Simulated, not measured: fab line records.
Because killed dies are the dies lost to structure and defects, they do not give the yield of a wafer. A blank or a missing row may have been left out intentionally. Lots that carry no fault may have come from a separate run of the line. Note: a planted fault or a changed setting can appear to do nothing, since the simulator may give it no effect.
Lot-split experiment :: flow n5_finfet :: 21 wafers read across 7 lots, on a route 1938 steps long

## ON THE SPLIT
At N5_FIN_CUT_COAT_19 (time 60 s, resist thk 20 nm), the setting spin_rpm was moved away from the recipe's 1500 rpm on 3 of the 21 wafers read, by -8.7% to +7.6%. The other wafers ran this setting at the recipe's value.

## FROM THE SPLIT TO THE READING: what the file shows between them, 5 steps
- N5_FIN_CUT_COAT_29: time 60 s, resist thk 10 nm
- N5_FIN_CUT_COAT_02: resist thk 30 nm
- N5_FIN_CUT_DESCUM_13: chemistry O2, time 7 s
- N5_FIN_CUT_ETCH_30: etches underlayer in N2/H2, target depth 13 nm, time 10.4 s
- N5_FIN_CUT_ETCH_20: etches SiARC in CF4, target depth 26 nm, time 43.3 s

## THE READING
SiARC_of_FIN_CUT_COAT_19.thk_nm (the simulator's own value, which no gauge read), in nm, at N5_FIN_CUT_ETCH_21 (etches SOC in N2/H2, target depth 219 nm, overetch 43.8 nm, time 523.5 s). The file gives no usual value for it. The 18 wafers here that ran the recipe average 12.0 nm, standard deviation 0.14 nm.

wafer: L077.1
tool, chamber at the split: litho_track-05, 0
spin_rpm as run, rpm: 1500
against the recipe: recipe
SiARC_of_FIN_CUT_COAT_19.thk_nm, nm: 11.8
against lot-mates on the recipe: -

wafer: L077.2
tool, chamber at the split: litho_track-05, 0
spin_rpm as run, rpm: 1500
against the recipe: recipe
SiARC_of_FIN_CUT_COAT_19.thk_nm, nm: 12
against lot-mates on the recipe: -

wafer: L077.6
tool, chamber at the split: litho_track-05, 0
spin_rpm as run, rpm: 1500
against the recipe: recipe
SiARC_of_FIN_CUT_COAT_19.thk_nm, nm: 12
against lot-mates on the recipe: -

wafer: L081.1
tool, chamber at the split: litho_track-05, 0
spin_rpm as run, rpm: 1369
against the recipe: -8.7%
SiARC_of_FIN_CUT_COAT_19.thk_nm, nm: 12.8
against lot-mates on the recipe: +0.8

wafer: L081.3
tool, chamber at the split: litho_track-05, 0
spin_rpm as run, rpm: 1500
against the recipe: recipe
SiARC_of_FIN_CUT_COAT_19.thk_nm, nm: 12
against lot-mates on the recipe: -

wafer: L081.4
tool, chamber at the split: litho_track-05, 0
spin_rpm as run, rpm: 1500
against the recipe: recipe
SiARC_of_FIN_CUT_COAT_19.thk_nm, nm: 12
against lot-mates on the recipe: -

wafer: L084.1
tool, chamber at the split: litho_track-04, 0
spin_rpm as run, rpm: 1500
against the recipe: recipe
SiARC_of_FIN_CUT_COAT_19.thk_nm, nm: 11.8
against lot-mates on the recipe: -

wafer: L084.2
tool, chamber at the split: litho_track-04, 0
spin_rpm as run, rpm: 1500
against the recipe: recipe
SiARC_of_FIN_CUT_COAT_19.thk_nm, nm: 11.8
against lot-mates on the recipe: -

wafer: L084.5
tool, chamber at the split: litho_track-04, 0
spin_rpm as run, rpm: 1500
against the recipe: recipe
SiARC_of_FIN_CUT_COAT_19.thk_nm, nm: 11.8
against lot-mates on the recipe: -

wafer: L085.1
tool, chamber at the split: litho_track-04, 0
spin_rpm as run, rpm: 1500
against the recipe: recipe
SiARC_of_FIN_CUT_COAT_19.thk_nm, nm: 12.2
against lot-mates on the recipe: -

wafer: L085.3
tool, chamber at the split: litho_track-04, 0
spin_rpm as run, rpm: 1589
against the recipe: +5.9%
SiARC_of_FIN_CUT_COAT_19.thk_nm, nm: 11.4
against lot-mates on the recipe: -0.6

wafer: L085.4
tool, chamber at the split: litho_track-04, 0
spin_rpm as run, rpm: 1500
against the recipe: recipe
SiARC_of_FIN_CUT_COAT_19.thk_nm, nm: 11.8
against lot-mates on the recipe: -

wafer: L088.2
tool, chamber at the split: litho_track-01, 0
spin_rpm as run, rpm: 1500
against the recipe: recipe
SiARC_of_FIN_CUT_COAT_19.thk_nm, nm: 12
against lot-mates on the recipe: -

wafer: L088.5
tool, chamber at the split: litho_track-01, 0
spin_rpm as run, rpm: 1500
against the recipe: recipe
SiARC_of_FIN_CUT_COAT_19.thk_nm, nm: 12
against lot-mates on the recipe: -

wafer: L088.6
tool, chamber at the split: litho_track-01, 0
spin_rpm as run, rpm: 1500
against the recipe: recipe
SiARC_of_FIN_CUT_COAT_19.thk_nm, nm: 12
against lot-mates on the recipe: -

wafer: L096.1
tool, chamber at the split: litho_track-01, 0
spin_rpm as run, rpm: 1614
against the recipe: +7.6%
SiARC_of_FIN_CUT_COAT_19.thk_nm, nm: 11
against lot-mates on the recipe: -1.2

wafer: L096.3
tool, chamber at the split: litho_track-01, 0
spin_rpm as run, rpm: 1500
against the recipe: recipe
SiARC_of_FIN_CUT_COAT_19.thk_nm, nm: 12.2
against lot-mates on the recipe: -

wafer: L096.4
tool, chamber at the split: litho_track-01, 0
spin_rpm as run, rpm: 1500
against the recipe: recipe
SiARC_of_FIN_CUT_COAT_19.thk_nm, nm: 12.2
against lot-mates on the recipe: -

wafer: L097.1
tool, chamber at the split: litho_track-01, 0
spin_rpm as run, rpm: 1500
against the recipe: recipe
SiARC_of_FIN_CUT_COAT_19.thk_nm, nm: 11.8
against lot-mates on the recipe: -

wafer: L097.3
tool, chamber at the split: litho_track-01, 0
spin_rpm as run, rpm: 1500
against the recipe: recipe
SiARC_of_FIN_CUT_COAT_19.thk_nm, nm: 11.8
against lot-mates on the recipe: -

wafer: L097.6
tool, chamber at the split: litho_track-01, 0
spin_rpm as run, rpm: 1500
against the recipe: recipe
SiARC_of_FIN_CUT_COAT_19.thk_nm, nm: 12
against lot-mates on the recipe: -

THE FIT
A straight line over all 21 wafers: SiARC_of_FIN_CUT_COAT_19.thk_nm changes by -0.106 nm for each +1% of spin_rpm; r = -0.91; the points scatter about the line by 0.14 nm.
The same after taking each lot's own level away (the mean of its wafers on the recipe; 21 wafers): -0.116 nm for each +1%; r = -0.94; scatter 0.12 nm.
On that fit, the largest move of spin_rpm shifts the reading by 1 nm.
From 11.80 to 12.20 nm: that is the span of the lots' own levels, equal to 2.8 times the standard deviation above.
Consequently the slope shifts little with the lot-to-lot level, the two slopes agreeing.
Check: +1.2 nm against its lot-mates is what the line predicts for one of the wafers moved furthest among these (-8.7%) when that wafer is left out of the fit. It came out at +0.8 nm against them.

## FURTHER SPLITS ON THESE WAFERS
Other splits were also applied to these wafers ahead of the reading. Each is held against what the fit with the lots' levels taken away leaves over:
other split on the same wafers: N5_ZERO_LAYER_EXPOSE_08 dose_mj
wafers away from the commonest value: 5
r with SiARC_of_FIN_CUT_COAT_19.thk_nm (lot level and that fit taken away): -0.22

other split on the same wafers: N5_ZERO_LAYER_DEVELOP_10 develop_time_s
wafers away from the commonest value: 5
r with SiARC_of_FIN_CUT_COAT_19.thk_nm (lot level and that fit taken away): -0.08

other split on the same wafers: N5_WELL_APT_COAT_02 spin_rpm
wafers away from the commonest value: 10
r with SiARC_of_FIN_CUT_COAT_19.thk_nm (lot level and that fit taken away): +0.28

other split on the same wafers: N5_FIN_SAQP_PEB_14 peb_time_s
wafers away from the commonest value: 10
r with SiARC_of_FIN_CUT_COAT_19.thk_nm (lot level and that fit taken away): +0.23

other split on the same wafers: N5_FIN_SAQP_FIN_ETCH_36 bias_w
wafers away from the commonest value: 6
r with SiARC_of_FIN_CUT_COAT_19.thk_nm (lot level and that fit taken away): +0.03

## THE WHOLE CHAIN: every reading that the file lists as answering this split, in the file's order
step: N5_FIN_CUT_COAT_19
what it does: time 60 s, resist thk 20 nm
reading: SiARC_of_FIN_CUT_COAT_19.thk_nm (the simulator's own value, which no gauge read)
change (the file's fit): -0.109 nm for each +1% of the setting
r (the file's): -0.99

step: N5_FIN_CUT_ETCH_20
what it does: etches SiARC in CF4, target depth 26 nm, time 43.3 s
reading: etch.depth_nm (the simulator's own value, which no gauge read)
change (the file's fit): -0.101 nm for each +1% of the setting
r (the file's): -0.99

step: N5_FIN_CUT_ETCH_21
what it does: etches SOC in N2/H2, target depth 219 nm, overetch 43.8 nm, time 523.5 s
reading: SiARC_of_FIN_CUT_COAT_19.thk_nm (the simulator's own value, which no gauge read)
change (the file's fit): -0.116 nm for each +1% of the setting
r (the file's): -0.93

## THE FILE'S OWN FIT
SiARC_of_FIN_CUT_COAT_19.thk_nm changes by -0.116 nm for each +1% of spin_rpm, r = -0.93.
